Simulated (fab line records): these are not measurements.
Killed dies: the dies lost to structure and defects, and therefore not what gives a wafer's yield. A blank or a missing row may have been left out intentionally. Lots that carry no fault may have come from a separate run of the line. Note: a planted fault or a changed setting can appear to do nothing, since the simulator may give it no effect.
A lot that was struck, set against a sound lot    flow nandHarc    14 steps out of a route of 1302
Sound: wafers L475.2, L475.5, L475.6. Struck: wafer L491.2 (L491.3, L491.6, from the same lot, were not struck and are left out); the cause is given at the end.
For every step that has rows: the tool of each side, followed by ch and its chambers, followed by its first start. Under that, the readings that differ: sound wafers    struck wafers    difference of the means    sigmas: that difference in standard deviations of wafers without a fault.
alike: readings with means less than 2 such deviations apart, plus words and numbers identical on both sides. not compared: withheld readings, readings lacking a value on some wafer, bounds such as >300 that could conceal the same value, and numbers that have no deviation in the record and whose values overlap.
The two part at a step that has a row with sigmas, a row that says differs or no value, or rows on one side only. When numbers do not overlap yet have no deviation, they are printed without sigmas and do not part them. A reading missing from all wafers of one side parts the sides only when that side holds two or more wafers.

first, 7 steps without rows for these wafers: NHARC_A_M1_COAT_34 (time 65 s); NHARC_A_M1_COAT_03 (resist thk 90 nm); NHARC_A_M1_SOFTBAKE_04 (time 55 s); NHARC_A_M1_EBR_05; NHARC_A_M1_EXPOSE_06 (exposes mask A M1, target cd 120 nm); NHARC_A_M1_PEB_07 (peb time 65 s); NHARC_A_M1_DEVELOP_08 (develop time 35 s).
NHARC_A_M1_CD_MEAS_09 targets a cd of 120 nm.
  sound on cdSem-02 ch 0, day 23 14:19; struck on cdSem-02 ch 0, day 29 16:41
  alike: cdNm
NHARC_A_M1_OVL_MEAS_10: pitch 240 nm.
  sound: overlay-02 at day 23 14:24; struck: overlay-02 at day 29 16:47
  alike: overlayXNm, overlayYNm
NHARC_A_M1_INSPECT_11:
  sound: defectInspect-01 at day 23 14:26; struck: defectInspect-02 at day 29 16:49
  alike: rawDefectCount
NHARC_A_M1_DESCUM_14: chemistry O2, time 3 s.
  sound on rieDiel-11 ch 1,2,3, day 23 14:31; struck on rieDiel-02 ch 1, day 29 16:53
  alike: drypumpMotorCurrentA, oesProductAu, rfVppV, showerheadPlenumPTorr, throttleValvePct
  not compared: rfHoursCounterH
NHARC_A_M1_ETCH_35: etches the open film in N2/H2, target depth 40 nm, overetch 12 nm, time 43.94 s.
  sound on rieDiel-11 ch 2,3, day 23 14:35; struck on rieDiel-02 ch 1, day 29 16:58
reading               sound                 struck  difference  sigmas
throttleValvePct (%)  14.164 14.173 14.179  14.192  +0.020      +2
  alike: drypumpMotorCurrentA, oesProductAu, rfFwdPowerW, rfVppV, showerheadPlenumPTorr
  not compared: rfHoursCounterH
NHARC_A_M1_ETCH_15: etches the open film in C4F8/Ar, target depth 182.5 nm, time 91.2 s.
  sound on rieDiel-11 ch 1,2,3, day 23 14:41; struck on rieDiel-02 ch 3, day 29 17:03
reading              sound              struck  difference  sigmas
oesProductAu (a.u.)  0.957 0.931 0.929  0.859   -0.080      -3
  alike: rfFwdPowerW, rfVppV
  not compared: rfHoursCounterH
NHARC_A_M1_CD_MEAS_16:
  sound: cdSem-01 at day 23 14:48; struck: cdSem-02 at day 29 17:11
  alike: cdNm

## WHERE THEY PART
First at NHARC_A_M1_ETCH_35; last, within this record, at NHARC_A_M1_ETCH_15. Later steps at which nothing parts them and some readings are alike: NHARC_A_M1_CD_MEAS_16.

WHY: whatever the simulator had introduced
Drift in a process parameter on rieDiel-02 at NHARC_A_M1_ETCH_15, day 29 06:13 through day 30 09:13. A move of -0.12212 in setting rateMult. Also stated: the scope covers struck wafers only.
